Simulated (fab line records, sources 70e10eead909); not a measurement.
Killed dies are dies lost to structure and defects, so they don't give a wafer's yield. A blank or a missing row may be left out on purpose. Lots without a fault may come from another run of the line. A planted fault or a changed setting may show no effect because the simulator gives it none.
Chamber matching | flow nand_harc | NHARC_A_CHANNEL_FILL_D2_ETCHBACK_20 on rie_diel-13: 4 sister chambers
The step etches the open film in C4F8/O2/Ar, target depth 27 nm, time 13.5 s. 14 wafers are shown with their chamber, then 7 later ones without.

WAFERS WITH THEIR CHAMBER
wafer  | chamber | rf_vpp_V (V) | oes_product_au (a.u.)
L075.2 | 1       | 985          | 1.020
L075.3 | 0       | 971          | 1.029
L075.5 | 0       | 973          | 1.017
L075.1 | 2       | 983          | 0.986
L075.4 | 1       | 985          | 1.014
L075.6 | 2       | 985          | 0.989
L077.1 | 2       | 984          | 0.994
L077.5 | 0       | 973          | 0.999
L077.6 | 3       | 973          | 1.012
L080.3 | 0       | 971          | 0.988
L080.4 | 3       | 973          | 0.991
L080.6 | 3       | 974          | 0.992
L081.4 | 1       | 987          | 1.024
L081.5 | 0       | 972          | 1.006

SIGNATURES (means of the wafers above)
reading        | chamber 0 | chamber 1 | chamber 2 | chamber 3 | scatter within a chamber
rf_vpp_V       | 972.00    | 985.67    | 984.00    | 973.33    | 0.966
oes_product_au | 1.00780   | 1.01933   | 0.98967   | 0.99833   | 0.0117
Rule: a wafer's distance from a chamber is the root of the sum, over the readings, of the square of ((its reading less the chamber's mean) divided by the reading's scatter). The wafer belongs to the nearest chamber; if the next one is less than 2 further off, it can't be placed. The scatter: the root of (the sum of the squares of (reading less its chamber's mean) over the shown wafers, divided by (wafers less chambers)).

WAFERS WITHOUT THEIR CHAMBER
wafer  | rf_vpp_V (V) | oes_product_au (a.u.)
L081.6 | 972          | 1.018
L084.2 | 972          | 1.019
L084.3 | 973          | 0.998
L084.4 | 984          | 0.998
L089.1 | 982          | 0.984
L089.2 | 972          | 1.010
L089.3 | 971          | 0.991

WHICH CHAMBER EACH WENT THROUGH
wafer  | from the rows above     | in truth
L081.6 | can't be placed: 0 or 3 | 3
L084.2 | can't be placed: 0 or 3 | 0
L084.3 | can't be placed: 3 or 0 | 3
L084.4 | can't be placed: 2 or 1 | 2
L089.1 | 2                       | 2
L089.2 | can't be placed: 0 or 3 | 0
L089.3 | can't be placed: 0 or 3 | 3
Placed correctly: 1 of 7. Can't be placed from these rows: 6 (the true chamber is among the candidates in 6). Placed wrongly: 0.
